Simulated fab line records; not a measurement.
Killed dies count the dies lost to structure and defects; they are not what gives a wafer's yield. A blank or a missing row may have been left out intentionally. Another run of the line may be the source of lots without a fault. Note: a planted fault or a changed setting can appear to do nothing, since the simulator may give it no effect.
What tool caused it?	flow nand-harc	10 lots, 30 wafers sampled, at 1 step of a route of 1159

== WHAT THE GAUGES READ, wafer by wafer ==
NHARC_P_M2_OVL_MEAS_10: pitch 340 nm. Usual: overlay-x-nm 0.0 nm, standard deviation 0.79; overlay-y-nm 0.1 nm, standard deviation 0.78.
lot	measured	on	overlay-x-nm (nm)	overlay-y-nm (nm)	flag
L198	day 5 22:38	overlay-02	-0.8 -0.9 -0.7	0.3 0.0 0.5	
L200	day 6 20:59	overlay-01	0.5 0.1 0.5	0.2 0.0 0.1	
L199	day 6 21:52	overlay-01	2.5 2.1 2.0	0.2 0.9 1.1	
L202	day 6 23:24	overlay-01	-0.7 -1.2 -0.9	-0.2 -1.4 -0.9	
L201	day 7 03:17	overlay-02	-0.4 0.5 -0.3	1.1 0.8 0.7	
L203	day 7 11:19	overlay-02	-0.8 -0.5 -0.2	0.0 -0.3 -0.1	
L206	day 8 03:41	overlay-01	0.1 0.5 0.2	0.2 0.2 -0.2	
L209	day 9 10:46	overlay-02	-0.2 0.0 -0.3	2.5 2.1 2.4	
L214	day 10 05:29	overlay-01	-1.0 -0.8 -0.5	0.0 -0.3 -0.4	
L215	day 10 08:41	overlay-01	-1.0 -0.6 -0.5	1.5 1.5 1.1	

== TOOL THAT RAN EACH LOT (tool first, then ch and the chambers of the sampled wafers, then the start) ==
No process step before these readings appears in the record.

== WHAT THE TOOLS THEMSELVES READ (means of the sampled wafers that have a number; where no wafer has one, the mark that the record gives instead) ==
The record holds no such reading with a usual standard deviation.

== THE ANSWER, worked out from the rows above alone ==
Rule: take the mean of a lot's wafers that have a number; if it is more than 3 standard deviations from the usual mean, the lot is off. Also off: a lot with no number at a reading for which 4 or more lots have one. The other lots that the step has rows for count as sound. Order of review: gauges by route order, followed by the tools' own readings, for which a lot's mean as printed above is used. At the first step where some lot is off, the reading lying furthest off is the one used; lots without a number count as furthest.
No lot is off at any reading shown: from this, nothing can be told.

== WHAT THE SIMULATOR PUT IN ==
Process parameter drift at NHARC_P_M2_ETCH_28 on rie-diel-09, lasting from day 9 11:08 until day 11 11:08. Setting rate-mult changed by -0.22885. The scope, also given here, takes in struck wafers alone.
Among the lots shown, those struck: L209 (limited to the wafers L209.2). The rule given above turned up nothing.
